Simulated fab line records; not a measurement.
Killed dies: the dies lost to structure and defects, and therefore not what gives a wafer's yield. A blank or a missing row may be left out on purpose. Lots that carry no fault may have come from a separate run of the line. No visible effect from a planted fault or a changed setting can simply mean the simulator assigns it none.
What tool caused it? / flow n5 finfet / 26 wafers from 9 lots sampled at 5 of the route's 1938 steps

WHAT THE GAUGES READ, wafer by wafer
N5_BEOL_M4_RC_MEAS_101.
lot=L397; measured=day 9 04:16; on=prober-02; DIBL_N (mV/V)=38.0 35.2 36.1
lot=L398; measured=day 10 08:19; on=prober-01; DIBL_N (mV/V)=35.8 36.5 36.6
lot=L400; measured=day 10 06:55; on=prober-02; DIBL_N (mV/V)=36.6 35.6 38.0
lot=L411; measured=day 13 11:26; on=prober-01; DIBL_N (mV/V)=35.0 34.8 35.8
lot=L412; measured=day 13 11:52; on=prober-02; DIBL_N (mV/V)=37.6 38.0 36.0
lot=L415; measured=day 14 04:37; on=prober-02; DIBL_N (mV/V)=36.3 35.4 35.3
lot=L416; measured=day 15 03:05; on=prober-02; DIBL_N (mV/V)=35.1 35.8 36.7
lot=L418; measured=day 15 13:02; on=prober-02; DIBL_N (mV/V)=35.9 36.3 37.0

EACH LOT AND THE TOOL THAT RAN IT (in order: tool; ch and the chambers of the sampled wafers; start)
lot=L397; N5_MOL_CONTACT_COAG_ALD_133=ald sin-01 ch 0,1,3, day 5 18:40; N5_MOL_CONTACT_COAG_ETCH_67=rie diel-01 ch 0,1,2, day 5 18:53; N5_MOL_CONTACT_COAG_ETCH_124=rie diel-01 ch 0,1,2, day 5 19:02; N5_MOL_CONTACT_COAG_STRIP_49=plasma asher-02 ch 0,1, day 5 19:12
lot=L398; N5_MOL_CONTACT_COAG_ALD_133=ald sin-02 ch 0,1,2, day 5 23:36; N5_MOL_CONTACT_COAG_ETCH_67=rie diel-01 ch 1,2,3, day 5 23:49; N5_MOL_CONTACT_COAG_ETCH_124=rie diel-01 ch 1,2,3, day 5 23:58; N5_MOL_CONTACT_COAG_STRIP_49=plasma asher-01 ch 0,1, day 6 00:08
lot=L400; N5_MOL_CONTACT_COAG_ALD_133=ald sin-01 ch 2,3, day 6 10:14; N5_MOL_CONTACT_COAG_ETCH_67=rie diel-04 ch 0,2,3, day 6 10:26; N5_MOL_CONTACT_COAG_ETCH_124=rie diel-04 ch 0,2,3, day 6 10:35; N5_MOL_CONTACT_COAG_STRIP_49=plasma asher-02 ch 0,1, day 6 10:47
lot=L405; N5_MOL_CONTACT_COAG_ALD_133=ald sin-01 ch 0,3, day 7 18:34; N5_MOL_CONTACT_COAG_ETCH_67=rie diel-03 ch 3, day 7 18:47; N5_MOL_CONTACT_COAG_ETCH_124=rie diel-03 ch 3, day 7 18:56; N5_MOL_CONTACT_COAG_STRIP_49=plasma asher-02 ch 1, day 7 19:07
lot=L411; N5_MOL_CONTACT_COAG_ALD_133=ald sin-02 ch 2,3, day 9 06:02; N5_MOL_CONTACT_COAG_ETCH_67=rie diel-03 ch 0,1, day 9 06:14; N5_MOL_CONTACT_COAG_ETCH_124=rie diel-03 ch 0,1, day 9 06:23; N5_MOL_CONTACT_COAG_STRIP_49=plasma asher-02 ch 0,1, day 9 06:34
lot=L412; N5_MOL_CONTACT_COAG_ALD_133=ald sin-02 ch 0,2,3, day 9 13:22; N5_MOL_CONTACT_COAG_ETCH_67=rie diel-03 ch 0,1,3, day 9 13:37; N5_MOL_CONTACT_COAG_ETCH_124=rie diel-03 ch 0,1,3, day 9 13:46; N5_MOL_CONTACT_COAG_STRIP_49=plasma asher-01 ch 0,1, day 9 13:56
lot=L415; N5_MOL_CONTACT_COAG_ALD_133=ald sin-02 ch 2,3, day 10 01:44; N5_MOL_CONTACT_COAG_ETCH_67=rie diel-04 ch 1,2, day 10 02:00; N5_MOL_CONTACT_COAG_ETCH_124=rie diel-04 ch 1,2, day 10 02:09; N5_MOL_CONTACT_COAG_STRIP_49=plasma asher-01 ch 0,1, day 10 02:20
lot=L416; N5_MOL_CONTACT_COAG_ALD_133=ald sin-02 ch 0,2, day 10 12:24; N5_MOL_CONTACT_COAG_ETCH_67=rie diel-04 ch 0,1, day 10 12:37; N5_MOL_CONTACT_COAG_ETCH_124=rie diel-04 ch 0,1, day 10 12:46; N5_MOL_CONTACT_COAG_STRIP_49=plasma asher-01 ch 0,1, day 10 12:56
lot=L418; N5_MOL_CONTACT_COAG_ALD_133=ald sin-01 ch 2,3, day 11 17:19; N5_MOL_CONTACT_COAG_ETCH_67=rie diel-04 ch 1,3, day 11 17:32; N5_MOL_CONTACT_COAG_ETCH_124=rie diel-04 ch 1,3, day 11 17:41; N5_MOL_CONTACT_COAG_STRIP_49=plasma asher-02 ch 0,1, day 11 17:52
- N5_MOL_CONTACT_COAG_ALD_133: deposits SiO2, target thk 5 nm, pulse time 1 s, co reactant pulse time 1 s.
- N5_MOL_CONTACT_COAG_ETCH_67: etches SOC in N2/H2, target depth 60 nm, overetch 21 nm, time 101.2 s.
- N5_MOL_CONTACT_COAG_ETCH_124: etches SiNx in CH3F/O2, stops on SiOC, target depth 6.5 nm.
- N5_MOL_CONTACT_COAG_STRIP_49: strips in N2/H2, time 30 s.

THE ANSWER, worked out from the rows above alone
Rule: the usual values come from the lots themselves. Put in order of their means at a reading, lots are off if they are a third of the lots or fewer, leave a main group of 4 or more, and stand apart from it by a gap of 3 or more times the standard deviation of the main group's means; of several such gaps the widest counts. Not used: any main group whose means are identical at the precision the tables above print for the reading. A lot without any number at a reading at which 4 lots or more have one is off too. Where the step has rows for the other lots, those lots are counted as sound.
No lot is off at any reading shown: from this, nothing can be told.

WHAT THE SIMULATOR HAD INSERTED
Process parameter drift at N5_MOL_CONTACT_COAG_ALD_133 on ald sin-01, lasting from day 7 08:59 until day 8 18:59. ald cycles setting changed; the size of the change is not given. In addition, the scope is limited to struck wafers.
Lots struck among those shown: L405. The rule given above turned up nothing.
